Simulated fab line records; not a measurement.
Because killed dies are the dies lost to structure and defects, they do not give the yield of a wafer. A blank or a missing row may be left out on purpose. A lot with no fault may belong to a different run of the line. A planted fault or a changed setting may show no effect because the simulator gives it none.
fab line records :: flow n5Finfet
record
  lots=4
  wafers=12
  lastDay=18
route steps=1938 shown BEOL_M5@1120 PASSIVATION@1936
lots untouched by any fault: they come from a run of this same line in which no faults occurred
startH: hours from the record's opening day to when the first of the lot's shown wafers began :: waitH: hours from the lot's prior step to this one :: " the same as in the row above :: L1.1+2: several wafers, shown together as one row :: - no value present, or no start provided :: * or withheld: withheld :: < > ~ a bound
route shown NAME@n: NAME is a module with steps in the file, n the number in the route of the first one :: usual: mean and standard deviation over wafers with no fault :: same: alike in all rows :: chamber/n: place in a boat :: sites: readings site by site :: _std_site: the values' standard deviation :: _edge_site: mean of outer sites minus mean of inner sites :: radiusMm: for every site, how far away it sits from the centre of the wafer :: mask NAME#n: copy n :: behind: the tool/chamber that last shaped the wafer :: hold: what put the lot on hold/how long, in hours/how the hold closed :: device: the n, p or np transistor that did not switch :: end of line: the route-end tests of the same wafers :: a step without rows: its recipe alone :: killed: at the first sort, the dies lost to defects and structure; wafer yield is something else :: map: dies across one wafer; x = killed, . = not, _ = none there
set.NAME: setting as actually run; set.NAME@STEP: the setting as run at that earlier step :: model.NAME: the simulator's own value behind a step, which no gauge read
lots at some steps of the route; a table a step, a row a wafer
services: when a tool's chamber went out of use (startH, in hours from the record's first day, below 0 if earlier), for how many hours, and the reason
## steps
# step N5_BEOL_M5_COAT_05
# recipe
  resist=CAR-EUV
  spinRpm=1500
  resistThkNm=30
# step N5_BEOL_M5_EBR_07
# recipe
  solvent=PGMEA
  ebrWidthMm=1.5
# step N5_BEOL_M5_SOFTBAKE_06
# recipe
  tempC=110
  timeS=60
  resist=CAR-EUV
# step N5_BEOL_M5_EXPOSE_08
# recipe
  maskId=M5
  na=0.33
  sourceShape=annular
  sigmaInner=0.4
  sigmaOuter=0.8
  polarization=unpolarized
  targetCdNm=28
  doseMj=35.75
# step N5_BEOL_M5_PEB_09
# recipe
  pebTempC=100
  pebTimeS=60
  resist=CAR-EUV
# step N5_BEOL_M5_DEVELOP_10
# recipe
  developTimeS=30
  developer=TMAH
  resist=CAR-EUV
  rinseLiquid=surfactantRinse
  dry=airSpin
  devTempC=23
# step N5_BEOL_M5_DESCUM_16
# recipe
  chemistry=O2
  timeS=7
  sourcePowerW=50
  biasPowerW=20
  pressureMtorr=20
  rfFrequencyHz=2.712e+07
  tempC=40
  resist=CAR-EUV
  o2FlowSccm=225
# step N5_BEOL_M5_ETCH_72
# recipe
  chemistry=N2/H2
  target=underlayer
  targetDepthA=65
  maskMaterial=CAR-EUV
  timeS=5.2
  ionEnergyEv=200
  pressureMtorr=30
  sourceW=840
  biasW=150
  n2FlowSccm=200
  h2FlowSccm=200
  ends=cleared
# step N5_BEOL_M5_ETCH_61
# recipe
  chemistry=CF4
  target=SiARC
  targetDepthA=156
  maskMaterial=CAR-EUV
  timeS=26
  ionEnergyEv=80
  pressureMtorr=40
  sourceW=545
  biasW=36
  Ar_flow_sccm=100
  cf4FlowSccm=100
  ends=cleared
# step N5_BEOL_M5_ETCH_62
# recipe
  chemistry=N2/H2
  target=SOC
  targetDepthA=750
  overetchA=150
  maskMaterial=SiARC
  tempC=40
  timeS=112.5
  ionEnergyEv=200
  pressureMtorr=30
  sourceW=840
  biasW=150
  n2FlowSccm=200
  h2FlowSccm=200
# usual
  drypumpMotorCurrentA=5.9/0.32
  oesProductAu=0.62/0.065
  rfFwdPowerW=836.8/3
  rfVppV=524.5/1.6
  showerheadPlenumPTorr=2.56/0.049
  throttleValvePct=17.82/0.25
lot.wafer: L131.1
tool: rieDiel-02
chamber: 3
startH: 245.03
waitH: 0.0
drypumpMotorCurrentA: 5.7
oesProductAu: 0.58
rfFwdPowerW: 835.2
rfHoursCounterH: 166
rfVppV: 522.9
showerheadPlenumPTorr: 2.54
throttleValvePct: 17.65

lot.wafer: L131.4
tool: rieDiel-02
chamber: 2
startH: 245.03
waitH: 0.0
drypumpMotorCurrentA: 6.3
oesProductAu: 0.71
rfFwdPowerW: 840.1
rfHoursCounterH: 27
rfVppV: 524.7
showerheadPlenumPTorr: 2.59
throttleValvePct: 17.72

lot.wafer: L131.5
tool: rieDiel-02
chamber: 1
startH: 245.03
waitH: 0.0
drypumpMotorCurrentA: 6.4
oesProductAu: 0.56
rfFwdPowerW: 838.5
rfHoursCounterH: -
rfVppV: 522.3
showerheadPlenumPTorr: 2.53
throttleValvePct: 18.19

lot.wafer: L133.2
tool: rieDiel-02
chamber: 3
startH: 262.06
waitH: 0.0
drypumpMotorCurrentA: 5.7
oesProductAu: 0.57
rfFwdPowerW: 840.5
rfHoursCounterH: 171
rfVppV: 523.8
showerheadPlenumPTorr: 2.54
throttleValvePct: 17.65

lot.wafer: L133.3
tool: rieDiel-02
chamber: 2
startH: 262.06
waitH: 0.0
drypumpMotorCurrentA: 6.3
oesProductAu: 0.70
rfFwdPowerW: 835.4
rfHoursCounterH: 32
rfVppV: 526.3
showerheadPlenumPTorr: 2.59
throttleValvePct: 17.75

lot.wafer: L133.6
tool: rieDiel-02
chamber: 2
startH: 262.06
waitH: 0.0
drypumpMotorCurrentA: 6.3
oesProductAu: 0.71
rfFwdPowerW: 835.0
rfHoursCounterH: -
rfVppV: 526.5
showerheadPlenumPTorr: 2.59
throttleValvePct: 17.73

lot.wafer: L134.1
tool: rieDiel-02
chamber: 2
startH: 263.22
waitH: 0.0
drypumpMotorCurrentA: 6.3
oesProductAu: 0.70
rfFwdPowerW: 836.6
rfHoursCounterH: 33
rfVppV: 525.7
showerheadPlenumPTorr: 2.59
throttleValvePct: 17.72

lot.wafer: L134.4
tool: rieDiel-02
chamber: 1
startH: 263.22
waitH: 0.0
drypumpMotorCurrentA: 6.4
oesProductAu: 0.56
rfFwdPowerW: 835.4
rfHoursCounterH: 200
rfVppV: 524.4
showerheadPlenumPTorr: 2.52
throttleValvePct: 18.21

lot.wafer: L134.5
tool: rieDiel-02
chamber: 3
startH: 263.22
waitH: 0.0
drypumpMotorCurrentA: 5.7
oesProductAu: 0.58
rfFwdPowerW: 835.9
rfHoursCounterH: -
rfVppV: 523.8
showerheadPlenumPTorr: 2.53
throttleValvePct: 17.67

lot.wafer: L142.1
tool: rieDiel-01
chamber: 3
startH: 311.53
waitH: 0.0
drypumpMotorCurrentA: 5.8
oesProductAu: 0.60
rfFwdPowerW: 834.0
rfHoursCounterH: 157
rfVppV: 520.3
showerheadPlenumPTorr: 2.44
throttleValvePct: 18.14

lot.wafer: L142.3
tool: rieDiel-01
chamber: 1
startH: 311.53
waitH: 0.0
drypumpMotorCurrentA: 5.9
oesProductAu: 0.72
rfFwdPowerW: 836.3
rfHoursCounterH: -
rfVppV: 522.4
showerheadPlenumPTorr: 2.49
throttleValvePct: 17.47

lot.wafer: L142.6
tool: rieDiel-01
chamber: 1
startH: 311.53
waitH: 0.0
drypumpMotorCurrentA: 5.9
oesProductAu: 0.72
rfFwdPowerW: 835.6
rfHoursCounterH: -
rfVppV: 523.1
showerheadPlenumPTorr: 2.50
throttleValvePct: 17.48
# step N5_BEOL_M5_STRIP_63
# recipe
  chemistry=N2/H2
  tempC=40
  n2FlowSccm=200
  h2FlowSccm=200
  rfFrequencyHz=6e+07
# step N5_BEOL_M5_STRIP_73
# recipe
  chemistry=N2/H2
  tempC=40
  n2FlowSccm=200
  h2FlowSccm=200
  rfFrequencyHz=6e+07
# step N5_BEOL_M5_STRIP_64
# recipe
  chemistry=CF4
  resist=SiARC
  powerW=300
  biasPowerW=75
  pressureMtorr=50
  cf4FlowSccm=150
  rfFrequencyHz=6e+07
# step N5_BEOL_M5_HM_OPEN_17
# recipe
  chemistry=Cl2/BCl3
  targetDepthA=200
  overetchA=60
  target=TiN
  maskMaterial=SOC
  ionEnergyEv=150
  pressureMtorr=10
  icpW=1000
  biasW=126
  Cl2_flow_sccm=53.25
  bcl3FlowSccm=21.75
  Ar_flow_sccm=25
# step N5_BEOL_M5_STRIP_19
# recipe
  chemistry=O2
  powerW=400
  tempC=40
  pressureMtorr=30
  rfFrequencyHz=6e+07
  biasPowerW=0
  overashFraction=0.2
  o2FlowSccm=225
# step N5_BEOL_M5_COAT_65
# recipe
  resist=SOC
  tempC=250
  timeS=60
  spinRpm=1500
  resistThkNm=60
# step N5_BEOL_M5_COAT_66
# recipe
  resist=SiARC
  tempC=220
  timeS=60
  spinRpm=1500
  resistThkNm=12
# step N5_BEOL_M5_COAT_74
# recipe
  resist=underlayer
  tempC=205
  timeS=60
  spinRpm=1500
  resistThkNm=5
# step N5_BEOL_M5_COAT_22
# recipe
  resist=CAR-EUV
  spinRpm=1500
  resistThkNm=30
# step N5_BEOL_M5_EBR_24
# recipe
  solvent=PGMEA
  ebrWidthMm=1.5
# step N5_BEOL_M5_SOFTBAKE_23
# recipe
  tempC=110
  timeS=60
  resist=CAR-EUV
# step N5_BEOL_M5_EXPOSE_25
# recipe
  maskId=V4
  na=0.33
  sourceShape=quasar
  sigmaInner=0.2
  sigmaOuter=0.6
  polarization=unpolarized
  defocusNm=10
  doseMj=52.75
# step N5_BEOL_M5_PEB_26
# recipe
  pebTempC=100
  pebTimeS=60
  resist=CAR-EUV
# step N5_BEOL_M5_DEVELOP_27
# recipe
  developTimeS=30
  developer=TMAH
  resist=CAR-EUV
  rinseLiquid=surfactantRinse
  dry=airSpin
  devTempC=23
# step N5_BEOL_M5_INSPECT_30
# recipe
  mode=adi
  inspectInstrument=brightfield
# usual
  rawDefectCount=410/85
lot.wafer: L131.1
tool: defectInspect-02
chamber: -
startH: 245.90
waitH: 0.1
rawDefectCount: 453

lot.wafer: L131.4
tool: defectInspect-02
chamber: -
startH: 245.90
waitH: 0.1
rawDefectCount: 442

lot.wafer: L131.5
tool: defectInspect-02
chamber: -
startH: 245.90
waitH: 0.1
rawDefectCount: 524

lot.wafer: L133.2
tool: defectInspect-02
chamber: -
startH: 262.89
waitH: 0.0
rawDefectCount: 862

lot.wafer: L133.3
tool: defectInspect-02
chamber: -
startH: 262.89
waitH: 0.0
rawDefectCount: 312

lot.wafer: L133.6
tool: defectInspect-02
chamber: -
startH: 262.89
waitH: 0.0
rawDefectCount: 273

lot.wafer: L134.1
tool: defectInspect-01
chamber: -
startH: 269.81
waitH: 0.1
rawDefectCount: 573

lot.wafer: L134.4
tool: defectInspect-01
chamber: -
startH: 269.81
waitH: 0.1
rawDefectCount: 415

lot.wafer: L134.5
tool: defectInspect-01
chamber: -
startH: 269.81
waitH: 0.1
rawDefectCount: 1112

lot.wafer: L142.1
tool: defectInspect-01
chamber: -
startH: 312.38
waitH: 0.1
rawDefectCount: 359

lot.wafer: L142.3
tool: defectInspect-01
chamber: -
startH: 312.38
waitH: 0.1
rawDefectCount: 418

lot.wafer: L142.6
tool: defectInspect-01
chamber: -
startH: 312.38
waitH: 0.1
rawDefectCount: 412
# step N5_BEOL_M5_DESCUM_33
# recipe
  chemistry=O2
  timeS=7
  sourcePowerW=50
  biasPowerW=20
  pressureMtorr=20
  rfFrequencyHz=2.712e+07
  tempC=40
  resist=CAR-EUV
  o2FlowSccm=225
# step N5_PASSIVATION_PROBE_49
# usual
  defectLimitedYield=91.4/1.6
  killed_at_M0_to_M3=34/12
  killed_at_M4_up=13/5.2
  killedAtContacts=11/5.5
  killedAtFrontEnd=40/13
  killedAtOther=3.4/2.7
  killedDies=102/19
  killedOpen=66/15
  killedShort=33/7.9
  sort_bin_5_function=5.1/1.1
  sort_bin_6_memory=3.2/0.7
  sortNPass=1078/19
  sortYieldPct=91.4/1.6
# same
  grossDies=1180
  killedAtBackSide=0
  sort_bin_4_leakage[%]=0
  sort_bin_8_speed[%]=0
lot.wafer: L133.2
tool: prober-02
chamber: -
startH: 370.09
waitH: 0.1
defectLimitedYield[%]: 81.7
killed_at_M0_to_M3: 36
killed_at_M4_up: 145
killedAtContacts: 5
killedAtFrontEnd: 29
killedAtOther: 1
killedDies: 216
killedOpen: 56
killedShort: 30
sort_bin_5_function[%]: 11.4
sort_bin_6_memory[%]: 4.2
sortNPass: 964
sortYieldPct[%]: 81.7

lot.wafer: L134.5
tool: prober-01
chamber: -
startH: 381.21
waitH: 0.2
defectLimitedYield[%]: 80.3
killed_at_M0_to_M3: 42
killed_at_M4_up: 129
killedAtContacts: 11
killedAtFrontEnd: 47
killedAtOther: 3
killedDies: 232
killedOpen: 79
killedShort: 38
sort_bin_5_function[%]: 12.5
sort_bin_6_memory[%]: 4.2
sortNPass: 948
sortYieldPct[%]: 80.3
# killed by level:class
L133.2 BEOL_M5:unspecified=126 BEOL_M2:geometricParticle:open=11 BEOL_M4:geometricParticle:open=10 STI_FIN_REVEAL:geometricParticle:open=9 BEOL_M0_SAQP:geometricParticle:open=5 BEOL_M0_SAQP:geometricParticle:short=5 BEOL_M1:geometricParticle:open=5 BEOL_M1:geometricParticle:short=5
L134.5 BEOL_M5:unspecified=112 FIN_SAQP:geometricParticle:open=11 FIN_SAQP:geometricParticle:short=10 STI_FIN_REVEAL:geometricParticle:open=10 BEOL_M0_SAQP:geometricParticle:open=10 BEOL_M1:geometricParticle:open=10 MOL_CONTACT_COAG:geometricParticle:open=8 BEOL_M0_SAQP:geometricParticle:short=7
# map L133.2 (x killed, . not)
_________________.....x......________________
______________.................._____________
___________x.x.......x.............__________
__________..xx....x...xx..x....x...._________
________..x..................x..x....._______
_______......x......................x..______
______..x..............................._____
_____................x.x.................____
____.....................x...x............___
___........x.....................x..x......__
___..x.x...................................__
__...x...x........x........................._
__...........x.......x................x....._
_......................x.....................
_x..........x..x........x.....xx.............
_x..........xx.........x.x.x............xx...
_..................xx...xx.......x...........
_.......xx....x.......xxxxxxx....x....x......
_...................xx.xxxx.xxx.....xx.......
_................x..x.xxxxxxx.x.xx...........
_..............xx.xx.xxxxxxxxx..x...........x
__........x....x...xxxxxxxxxxxxx.....x......_
__........x......x..xxxxxxxxxx.xx.....x....._
___......x.......xxxxxxxxxxxxxx..x.........__
___.......xxx...x.xxxxxxxxxxxxxx...........__
____....x.........xxxxxxxxxxxxx..x........___
_____.............xxxxxxxx..xx.x.........____
______........x....x.xxxxxxx.....x.....x_____
_______x..............x..x.x.x.....x.x.______
________..................x..........._______
__________.............x............_________
___________...........x..x.........__________
______________..............x..._____________
_________________............________________
# map L134.5 (x killed, . not)
_________________............________________
______________.............x...._____________
___________...............x........__________
__________x...........x............._________
________........x........x............_______
_______..xxx.....x.............x.......______
______..x..........x...........x....x..._____
_____.........x..x.x................x....____
____.............x.....xx............x....___
___...x............x...x....x...x.x......x.__
___.............x........xx........x.......__
__...x....x.........x...x....x.......x..x..x_
__...................xx..x..x....xx........._
_......................x.....x...............
_.x.....xx.....x.x..x........................
_...............x.........x..................
_............x...........x...................
_...x.................x.x.x..x.......xxxx....
_..................x..xxx.x..x...............
_........x........x.xxx.xxxxxx...............
_x...x.x......x...xxxxxxxxxxxx...............
__....x........xxxxxxxxxxxxxxx.xx..........._
__...........x...x.xxxxxxxxxxxx.xx.x...x..xx_
___...............xxxxxxxxxxxxxxx..........__
___...........x....xxxxxxxxxxxxx...x....x..__
____...............xxxxxxxxxxxx.........x.___
_____..x.........xx..xxxxxxxxx..x...x....____
______.x..x..........xxxxxxxx.x.x......._____
_______.......x......xxxxx.x...x.x.....______
________...x...xx.......x...x........._______
__________.x...........x............_________
___________................x...x...__________
______________...........xxxx..._____________
_________________............________________
## services
tool: rieDiel-01
chamber: 1
startH: 233.89
hours: -
kind: clean

tool: rieDiel-01
chamber: 1
startH: 233.89
hours: -
kind: consumableReplace:focusRing

tool: rieDiel-01
chamber: 1
startH: 233.89
hours: 18.3
kind: scheduledDown

tool: rieDiel-01
chamber: 1
startH: 233.89
hours: 18.3
kind: ventCycle

tool: rieDiel-02
chamber: -
startH: 275.29
hours: 0.6
kind: repair

tool: rieDiel-01
chamber: 2
startH: 290.98
hours: -
kind: clean

tool: rieDiel-01
chamber: 2
startH: 290.98
hours: -
kind: consumableReplace:focusRing

tool: rieDiel-01
chamber: 2
startH: 290.98
hours: 20.7
kind: scheduledDown

tool: rieDiel-01
chamber: 2
startH: 290.98
hours: 20.7
kind: ventCycle

tool: rieDiel-02
chamber: -
startH: 303.01
hours: 0.5
kind: repair

tool: rieDiel-01
chamber: 0
startH: 311.36
hours: 5.4
kind: repair
## key
firstSign
  step=N5_BEOL_M5_INSPECT_30
  reading=rawDefectCount
  direction=up
  sigmas=6.8
  usual=410
  struck=987
effect
  step=N5_PASSIVATION_PROBE_49
  reading=killed_at_M4_up
  direction=up
  sigmas=24
  usual=13
  struck=137
moreKillsBornAt
  N5_BEOL_M5_ETCH_62@rieDiel-02=238
metAt N5_BEOL_M5_ETCH_62
struckWafers L133.2,L134.5
onsetBetween 245.03 262.06
fault
  kind=chamberParticleSource
  tool=rieDiel-02
  chamber=3
  onsetH=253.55
  steps=N5_BEOL_M5_ETCH_62
  ratePerVisitCm2=0.86389
  endH=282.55
